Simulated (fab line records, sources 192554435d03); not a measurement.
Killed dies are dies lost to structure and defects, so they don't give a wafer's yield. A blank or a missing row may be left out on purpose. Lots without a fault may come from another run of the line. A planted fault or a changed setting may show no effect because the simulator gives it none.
Which tool did it? | flow n5_finfet | 11 lots, 33 wafers sampled, at 2 steps of a route of 1938

WHAT THE GAUGES READ, wafer by wafer
N5_DUMMY_GATE_CD_MEAS_15: target cd 25.8 nm.
lot  | measured    | on        | cd_nm (nm)
L075 | day 3 05:19 | cd_sem-03 | 25.21 25.60 25.32
L077 | day 3 19:56 | cd_sem-01 | 25.22 25.24 25.29
L079 | day 4 04:00 | cd_sem-03 | 25.20 25.07 25.04
L082 | day 5 04:32 | cd_sem-01 | 24.79 25.25 25.04
L083 | day 5 07:06 | cd_sem-03 | 25.13 25.20 25.21
L085 | day 5 23:22 | cd_sem-01 | 25.00 25.30 25.20
L087 | day 6 11:08 | cd_sem-01 | 25.39 25.32 25.40
L090 | day 7 01:31 | cd_sem-01 | 25.27 25.30 25.17
L092 | day 7 11:06 | cd_sem-03 | 25.49 25.40 24.86
L094 | day 7 22:43 | cd_sem-03 | 24.96 25.34 25.03
L096 | day 8 14:51 | cd_sem-02 | 25.16 25.22 25.39

WHICH TOOL RAN EACH LOT (tool, then ch and the chambers of the sampled wafers, then the start)
lot  | N5_FIN_SAQP_ETCH_64
L075 | rie_si-03 ch 0,1,3, day 2 07:55
L077 | rie_si-02 ch 0,1,3, day 2 21:29
L079 | rie_si-05 ch 1,3, day 3 07:34
L082 | rie_si-05 ch 0,1,2, day 4 02:58
L083 | rie_si-05 ch 0,2,3, day 4 08:11
L085 | rie_si-05 ch 1,2,3, day 4 23:25
L087 | rie_si-05 ch 1,2,3, day 5 13:05
L090 | rie_si-05 ch 1,2, day 6 04:32
L092 | rie_si-03 ch 0,1,2, day 6 15:33
L094 | rie_si-03 ch 1,2,3, day 7 03:05
L096 | rie_si-05 ch 0,1,2, day 7 16:55
- N5_FIN_SAQP_ETCH_64: etches SiO2 in CF4, target depth 1.5 nm.

THE ANSWER, worked out from the rows above alone
Rule: what is usual is taken from the lots themselves. Put in order of their means at a reading, lots are off if they are a third of the lots or fewer, leave a main group of 4 or more, and stand apart from it by a gap of 3 or more times the standard deviation of the main group's means; of several such gaps the widest counts. A main group whose means are all the same, to the digits that the tables above print for the reading, isn't used. A lot without any number at a reading at which 4 lots or more have one is off too. The other lots that the step has rows for count as sound.
No lot is off at any reading shown: from this, nothing can be told.

WHAT THE SIMULATOR HAD PUT IN
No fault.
